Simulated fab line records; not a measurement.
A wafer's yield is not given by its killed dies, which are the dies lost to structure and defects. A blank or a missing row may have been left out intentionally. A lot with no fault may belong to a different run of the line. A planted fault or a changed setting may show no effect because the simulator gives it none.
Which tool did it? -- flow nand harc -- 33 wafers from 11 lots sampled at 5 of the route's 1159 steps

WHAT THE GAUGES SHOWED, per wafer
NHARC_A_CHANNEL_HOLE_D1_INSPECT_40.
lot,measured,on,raw defect count
L397,day 9 07:40,defect inspect-01,55 69 60
L396,day 9 11:49,defect inspect-01,72 61 59
L399,day 9 17:08,defect inspect-02,37 56 59
L400,day 10 02:57,defect inspect-02,69 57 76
L401,day 10 07:06,defect inspect-01,58 47 44
L403,day 11 01:06,defect inspect-01,70 69 56
L404,day 11 01:06,defect inspect-01,46 36 36
L406,day 12 00:10,defect inspect-02,72 87 69
L411,day 13 13:07,defect inspect-02,326 332 71
L416,day 13 18:08,defect inspect-01,43 39 47
L417,day 14 05:46,defect inspect-02,50 64 104

EACH LOT AND THE TOOL THAT RAN IT (in order: tool; ch and the chambers of the sampled wafers; start)
lot,NHARC_A_CHANNEL_HOLE_D1_ETCH_21,NHARC_A_CHANNEL_HOLE_D1_ETCH_23,NHARC_A_CHANNEL_HOLE_D1_ETCH_24,NHARC_A_CHANNEL_HOLE_D1_ETCH_26
L397,"har etch-01 ch 0,1, day 9 02:26","har etch-01 ch 0,1, day 9 03:29","har etch-01 ch 0,1, day 9 04:11","har etch-01 ch 0,1, day 9 05:44"
L396,"har etch-01 ch 0,1, day 9 06:31","har etch-01 ch 0,1, day 9 07:31","har etch-01 ch 0,1, day 9 08:13","har etch-01 ch 0,1, day 9 09:52"
L399,"har etch-02 ch 0,1, day 9 11:50","har etch-02 ch 0,1, day 9 12:51","har etch-02 ch 0,1, day 9 13:33","har etch-02 ch 0,1, day 9 15:12"
L400,"har etch-01 ch 0,1, day 9 21:40","har etch-01 ch 0,1, day 9 22:40","har etch-01 ch 0,1, day 9 23:22","har etch-01 ch 0,1, day 10 01:01"
L401,"har etch-02 ch 0, day 10 01:47","har etch-02 ch 0, day 10 02:49","har etch-02 ch 0, day 10 03:31","har etch-02 ch 0, day 10 05:10"
L403,"har etch-01 ch 0,1, day 10 19:39","har etch-01 ch 0,1, day 10 20:40","har etch-01 ch 0,1, day 10 21:22","har etch-01 ch 0,1, day 10 23:02"
L404,"har etch-02 ch 0,1, day 10 19:49","har etch-02 ch 0,1, day 10 20:50","har etch-02 ch 0,1, day 10 21:31","har etch-02 ch 0,1, day 10 23:10"
L406,"har etch-01 ch 0,1, day 11 18:53","har etch-01 ch 0,1, day 11 19:53","har etch-01 ch 0,1, day 11 20:36","har etch-01 ch 0,1, day 11 22:15"
L411,"har etch-01 ch 0,1, day 13 08:04","har etch-01 ch 0,1, day 13 09:12","har etch-01 ch 0,1, day 13 09:56","har etch-01 ch 0,1, day 13 11:18"
L416,"har etch-02 ch 0,1, day 13 12:52","har etch-02 ch 0,1, day 13 13:53","har etch-02 ch 0,1, day 13 14:34","har etch-02 ch 0,1, day 13 16:13"
L417,"har etch-02 ch 1, day 14 00:29","har etch-02 ch 1, day 14 01:29","har etch-02 ch 1, day 14 02:10","har etch-02 ch 1, day 14 03:50"
- NHARC_A_CHANNEL_HOLE_D1_ETCH_21: etches the open film in C4F8/O2/Ar, time 514.3 s, target depth 1600 nm.
- NHARC_A_CHANNEL_HOLE_D1_ETCH_23: etches the open film in C4F8/O2/Ar, time 819 s, target depth 1600 nm.
- NHARC_A_CHANNEL_HOLE_D1_ETCH_24: etches the open film in C4F8/O2/Ar, time 906.2 s, target depth 1500 nm.
- NHARC_A_CHANNEL_HOLE_D1_ETCH_26: etches the open film in C4F8/O2/Ar, time 224.1 s, target depth 300 nm.

THE ANSWER, worked out from the rows above alone
Rule: what is usual is taken from the lots themselves. Put in order of their means at a reading, lots are off if they are a third of the lots or fewer, leave a main group of 4 or more, and stand apart from it by a gap of 3 or more times the standard deviation of the main group's means; of several such gaps the widest counts. A main group is skipped when, at the precision printed for the reading in the tables above, its means are all equal. Also off: a lot with no number at a reading for which 4 or more lots have one. Where the step has rows for the other lots, those lots are counted as sound.
Off at NHARC_A_CHANNEL_HOLE_D1_INSPECT_40 (raw defect count): L411. Main group: mean 59, sd 12.
A tool fits if, at a process step before that reading, it ran every lot that is off, and no sound lot after the first of them. The gauges at NHARC_A_CHANNEL_HOLE_D1_INSPECT_40 are tried like those tools. One fits: NHARC_A_CHANNEL_HOLE_D1_ETCH_21 and NHARC_A_CHANNEL_HOLE_D1_ETCH_23 and NHARC_A_CHANNEL_HOLE_D1_ETCH_24 and NHARC_A_CHANNEL_HOLE_D1_ETCH_26 on har etch-01. At NHARC_A_CHANNEL_HOLE_D1_ETCH_21 its last sound lot is L406 (day 11 18:53), its first lot that is off L411 (day 13 08:04): a fault that began between those two fits.

WHAT WAS PUT IN BY THE SIMULATOR
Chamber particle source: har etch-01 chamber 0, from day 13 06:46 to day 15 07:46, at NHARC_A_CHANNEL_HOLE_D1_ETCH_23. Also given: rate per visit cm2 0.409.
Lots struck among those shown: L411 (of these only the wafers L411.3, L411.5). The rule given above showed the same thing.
